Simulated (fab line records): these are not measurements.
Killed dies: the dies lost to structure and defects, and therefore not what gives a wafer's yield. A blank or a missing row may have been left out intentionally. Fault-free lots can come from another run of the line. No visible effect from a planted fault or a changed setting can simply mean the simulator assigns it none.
Chamber matching ; flow n5-finfet ; N5_BEOL_M5_DEP_56 on pecvd-01: 3 sister chambers
The step deposits SiCN from 3MS/NH3, target thk 8 nm, time 14 s. 14 wafers are shown with their chamber, then 7 later ones without.

WAFERS PAIRED WITH THEIR CHAMBERS
wafer;chamber;throttle-valve-pct (%);showerhead-plenum-p-Torr (Torr);rf-fwd-power-W (W)
L080.3;0;8.6;3.682;197.9
L080.4;1;9.7;3.658;199.7
L080.5;0;8.4;3.684;198.2
L082.1;1;9.4;3.660;198.6
L082.5;0;8.6;3.660;197.8
L082.6;1;9.6;3.661;198.4
L083.2;0;8.5;3.670;197.5
L083.3;2;9.0;3.658;197.2
L083.4;0;8.7;3.676;197.8
L088.1;2;9.1;3.665;198.6
L088.2;1;9.5;3.660;199.6
L088.5;1;9.4;3.652;198.8
L086.1;1;9.4;3.673;198.4
L086.3;0;8.6;3.669;196.8

SIGNATURES (means of the wafers above)
reading;chamber 0;chamber 1;chamber 2;scatter within a chamber
throttle-valve-pct;8.567;9.500;9.050;0.112
showerhead-plenum-p-Torr;3.67350;3.66067;3.66150;0.00777
rf-fwd-power-W;197.667;198.917;197.900;0.593
Rule: a wafer's distance from a chamber is the root of the sum, over the readings, of the square of ((its reading less the chamber's mean) divided by the reading's scatter). If the next closest chamber is less than 2 further off than the closest, the wafer can't be placed; otherwise it belongs to the closest. How the scatter is found: for the shown wafers, subtract from each reading the mean of its chamber, square and add these, divide the total by (wafers less chambers), then take the root.

WAFERS WITHOUT THEIR CHAMBER
wafer;throttle-valve-pct (%);showerhead-plenum-p-Torr (Torr);rf-fwd-power-W (W)
L086.5;9.3;3.675;198.7
L091.1;8.6;3.662;197.3
L091.3;8.8;3.661;198.8
L091.6;8.7;3.679;197.6
L096.1;9.2;3.661;200.0
L096.2;8.4;3.676;196.8
L096.6;9.5;3.655;199.8

WHICH CHAMBER EACH ONE RAN IN
wafer;from the rows above;in truth
L086.5;can't be placed: 1 or 2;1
L091.1;0;0
L091.3;can't be placed: 2 or 0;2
L091.6;0;0
L096.1;can't be placed: 1 or 2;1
L096.2;0;0
L096.6;1;1
Placed correctly: 4 of 7. Not placeable from these rows: 3 (in 3, the candidates include the true chamber). 0 placed wrongly.
